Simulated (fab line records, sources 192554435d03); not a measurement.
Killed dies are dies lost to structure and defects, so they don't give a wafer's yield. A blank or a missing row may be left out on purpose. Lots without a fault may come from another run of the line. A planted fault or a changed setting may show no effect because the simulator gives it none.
Chamber matching | flow n5_finfet | N5_BEOL_M4_STRIP_19 on rie_diel-02: 4 sister chambers
The step strips in O2. 4 wafers are shown with their chamber, then 9 later ones without.

WAFERS WITH THEIR CHAMBER
wafer  | chamber | showerhead_plenum_p_Torr (Torr)
L085.1 | 0       | 2.08
L085.2 | 2       | 2.05
L091.3 | 3       | 2.07
L091.6 | 1       | 2.16

WAFERS WITHOUT THEIR CHAMBER
wafer  | showerhead_plenum_p_Torr (Torr)
L089.1 | 2.15
L089.2 | 2.07
L089.6 | 2.08
L093.1 | 2.06
L093.2 | 2.08
L093.5 | 2.15
L096.2 | 2.04
L096.5 | 2.15
L096.6 | 2.04

WHICH CHAMBER EACH WENT THROUGH
wafer  | from the rows above          | in truth
L089.1 | 1                            | 1
L089.2 | can't be placed: 3 or 0      | 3
L089.6 | can't be placed: 0 or 3      | 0
L093.1 | can't be placed: 3 or 2 or 0 | 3
L093.2 | can't be placed: 0 or 3      | 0
L093.5 | 1                            | 1
L096.2 | 2                            | 2
L096.5 | 1                            | 1
L096.6 | 2                            | 2
Placed correctly: 5 of 9. Can't be placed from these rows: 4 (the true chamber is among the candidates in 4). Placed wrongly: 0.
How it was worked out, from the rows above alone: a wafer's distance from a chamber is the root of the sum, over the readings, of the square of ((its reading less the chamber's mean) divided by the reading's scatter). The wafer belongs to the nearest chamber; if the next one is less than 2 further off, it can't be placed. A chamber's mean is the mean of its shown wafers. The scatter: with one shown wafer a chamber, the root of the mean of the squares of how far each hidden wafer lies from its nearest shown one.
